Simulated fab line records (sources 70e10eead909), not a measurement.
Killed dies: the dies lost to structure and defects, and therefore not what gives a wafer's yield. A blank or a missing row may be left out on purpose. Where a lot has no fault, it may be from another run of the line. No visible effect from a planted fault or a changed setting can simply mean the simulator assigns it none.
Matching of chambers ; flow nandHarc ; NHARC_A_BONDPAD_DESCUM_11 on rieDiel-06 has 4 sister chambers
The step chemistry O2, time 3 s. 4 wafers are shown with their chamber, then 8 later ones without.

## WAFERS PAIRED WITH THEIR CHAMBERS
wafer;chamber;drypumpMotorCurrentA (A)
L289.6;3;6.2
L297.5;1;4.7
L299.4;0;5.5
L301.1;2;5.6

## WAFERS WITH NO CHAMBER GIVEN
wafer;drypumpMotorCurrentA (A)
L301.4;6.3
L301.6;6.3
L305.1;6.2
L305.2;5.6
L305.3;4.7
L307.2;5.6
L307.3;5.5
L307.4;6.3

## EACH ONE'S CHAMBER
wafer;from the rows above;in truth
L301.4;3;3
L301.6;3;3
L305.1;3;3
L305.2;can't be placed: 2 or 0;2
L305.3;1;1
L307.2;can't be placed: 2 or 0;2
L307.3;can't be placed: 0 or 2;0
L307.4;3;3
Correct placement for 5 of the 8. Not placeable from these rows: 3 (in 3, the candidates include the true chamber). Number placed wrongly: 0.
How it was worked out, from the rows above alone: a wafer's distance from a chamber is the root of the sum, over the readings, of the square of ((its reading less the chamber's mean) divided by the reading's scatter). The wafer belongs to the nearest chamber; if the next one is less than 2 further off, it can't be placed. A chamber's mean is the mean of its shown wafers. The scatter: root of mean squared gap, hidden wafer to nearest shown wafer, with one shown wafer a chamber.
